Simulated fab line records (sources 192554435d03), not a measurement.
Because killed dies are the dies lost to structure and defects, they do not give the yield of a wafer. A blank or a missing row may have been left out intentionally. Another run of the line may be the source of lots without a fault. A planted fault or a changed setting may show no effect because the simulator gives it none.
Matching of chambers -- flow n5Finfet -- 4 sister chambers for N5_BEOL_M4_STRIP_19 on rieDiel-05
The step strips in O2. 4 wafers are shown with their chamber, then 12 later ones without.

WAFERS WITH THEIR CHAMBER
wafer,chamber,drypumpMotorCurrentA (A)
L088.2,0,5.12
L088.4,1,5.53
L090.4,2,5.88
L090.6,3,5.61

WAFERS WHOSE CHAMBER IS MISSING
wafer,drypumpMotorCurrentA (A)
L094.2,5.53
L094.3,5.62
L094.5,5.60
L091.1,5.54
L091.2,5.60
L091.3,5.92
L091.4,5.94
L091.5,5.56
L091.6,5.61
L096.1,5.59
L096.4,5.92
L096.6,5.60

WHICH CHAMBER EACH WENT THROUGH
wafer,from the rows above,in truth
L094.2,1,1
L094.3,3,3
L094.5,3,3
L091.1,1,1
L091.2,3,3
L091.3,2,2
L091.4,2,2
L091.5,can't be placed: 1 or 3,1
L091.6,3,3
L096.1,can't be placed: 3 or 1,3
L096.4,2,2
L096.6,3,3
Correctly placed: 10 of 12. These rows do not allow placing 2 (true chamber among the candidates in 2). Placed wrongly: 0.
How it was worked out, from the rows above alone: a wafer's distance from a chamber is the root of the sum, over the readings, of the square of ((its reading less the chamber's mean) divided by the reading's scatter). The wafer belongs to the nearest chamber; if the next one is less than 2 further off, it can't be placed. The mean given for a chamber averages the wafers shown for that chamber. The scatter: root of mean squared gap, hidden wafer to nearest shown wafer, with one shown wafer a chamber.
